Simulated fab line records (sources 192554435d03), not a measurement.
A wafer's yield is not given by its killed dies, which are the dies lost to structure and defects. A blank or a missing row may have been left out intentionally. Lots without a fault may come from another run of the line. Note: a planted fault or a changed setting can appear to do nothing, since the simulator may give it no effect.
Matching of chambers -- flow n5_finfet -- N5_BEOL_M1_PRE_CLEAN_60 on cvd_co-01 has 3 sister chambers
The step time 15 s. 3 wafers are shown with their chamber, then 12 later ones without.

## WAFERS, EACH WITH ITS CHAMBER
wafer,chamber,heater_power_w (W)
L086.3,1,95
L086.5,0,82
L086.6,2,72

## WAFERS WHOSE CHAMBER IS MISSING
wafer,heater_power_w (W)
L087.2,82
L087.4,82
L087.5,72
L089.1,79
L089.3,72
L089.4,96
L094.3,73
L094.4,74
L094.6,81
L096.2,74
L096.3,81
L096.5,74

## WHICH CHAMBER EACH WENT THROUGH
wafer,from the rows above,in truth
L087.2,0,0
L087.4,0,0
L087.5,2,2
L089.1,0,0
L089.3,2,2
L089.4,1,1
L094.3,2,2
L094.4,2,2
L094.6,0,0
L096.2,2,2
L096.3,0,0
L096.5,2,2
Correctly placed: 12 of 12. Not placeable from these rows: 0. Placed wrongly: 0.
How it was worked out, from the rows above alone: a wafer's distance from a chamber is the root of the sum, over the readings, of the square of ((its reading less the chamber's mean) divided by the reading's scatter). The wafer belongs to the nearest chamber; if the next one is less than 2 further off, it can't be placed. Each chamber's mean is taken over the wafers shown for it. The scatter: with one shown wafer a chamber, the root of the mean of the squares of how far each hidden wafer lies from its nearest shown one.
